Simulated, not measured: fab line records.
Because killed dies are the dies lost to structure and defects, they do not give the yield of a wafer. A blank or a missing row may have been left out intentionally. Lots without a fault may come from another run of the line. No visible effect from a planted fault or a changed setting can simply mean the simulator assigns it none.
2 desks looking at one fault	flow n5Finfet	numbers are kept per desk, each desk with only its own; the story behind them comes last

## DESK OF THE TOOL OWNER: rieDiel-03
The tool's own readings at N5_SD_EPI_P_ETCH_37 (etches SOC in N2/H2, overetch 108 nm, time 486 s): means of the sampled wafers that have a number, for each lot that ran on this tool. If a lot's mean is further than 4 standard deviations from the usual mean, the lot is out of limits and carries the mark OUT (the distance appears in the brackets).
Columns: A = drypumpMotorCurrentA at N5_SD_EPI_P_ETCH_37, usual 5.7 A; B = n2FlowSccm at N5_SD_EPI_P_ETCH_37, usual 200.0 sccm; C = oesProductAu at N5_SD_EPI_P_ETCH_37, usual 0.72 a.u.; D = rfVppV at N5_SD_EPI_P_ETCH_37, usual 241.2 V; E = showerheadPlenumPTorr at N5_SD_EPI_P_ETCH_37, usual 2.58 Torr; F = throttleValvePct at N5_SD_EPI_P_ETCH_37, usual 23.8 %
lot	first seen here	A	B	C	D	E	F
L256	day 4 10:44	5.7	200.2	0.77	242.0	2.68	24.1
L259	day 5 09:49	6.1	200.3	0.72	241.5	2.62	23.9
L263	day 5 22:51	5.8	200.3	0.71	242.3	2.68	24.1
L265	day 6 10:34	6.1	200.4	0.68	242.5	2.62	23.8
L268	day 7 04:55	6.1	200.4	0.63	241.2	2.57	23.6
This desk found nothing out of limits on any of the 5 lots.

## AT THE METROLOGY DESK
What the gauges read for every lot (on any tool): the sampled wafers with a number, averaged. If a lot's mean is further than 4 standard deviations from the usual mean, the lot is out of limits and carries the mark OUT (the distance appears in the brackets). 7 of its 11 readings are shown, namely those furthest out on some lot.
Columns: A = SD_P_BLK_OVL at N5_SD_EPI_P_OVL_MEAS_10, usual 0.0 nm; B = DIBL_N at N5_BEOL_M4_RC_MEAS_101, usual 37.1 mV/V; C = DIBL_P at N5_BEOL_M4_RC_MEAS_101, usual 38 mV/V; D = IOFF_P at N5_BEOL_M4_RC_MEAS_101, usual 0.25 nA/um; E = SS_P at N5_BEOL_M4_RC_MEAS_101, usual 73.7 mV/dec; F = VT_N at N5_BEOL_M4_RC_MEAS_101, usual 249 mV; G = VT_P at N5_BEOL_M4_RC_MEAS_101, usual -248 mV
lot	first seen here	A	B	C	D	E	F	G
L256	day 4 10:35	0.1	39.6	38	0.29	74.0	248	-245
L259	day 5 09:40	-0.3	36.6	39	0.25	73.9	250	-247
L263	day 5 22:42	0.1	36.0	37	0.21	73.5	250	-250
L264	day 6 06:21	-1.0	36.4	38	0.25	73.9	248	-248
L265	day 6 10:26	-0.4	34.5	34	0.18	73.2	254	-252
L268	day 7 04:46	-0.6	38.9	39	0.29	73.9	247	-243
L270	day 7 18:22	-0.9	33.7	35	0.20	72.3	251	-251
L273	day 8 12:21	-0.8	39.9	40	0.29	74.5	247	-246
This desk found nothing out of limits on any of the 8 lots.

## TAKEN TOGETHER
Nothing out of limits was seen by the tool owner's desk.
Nothing out of limits was seen by the metrology desk.

## WHAT WAS PUT IN BY THE SIMULATOR
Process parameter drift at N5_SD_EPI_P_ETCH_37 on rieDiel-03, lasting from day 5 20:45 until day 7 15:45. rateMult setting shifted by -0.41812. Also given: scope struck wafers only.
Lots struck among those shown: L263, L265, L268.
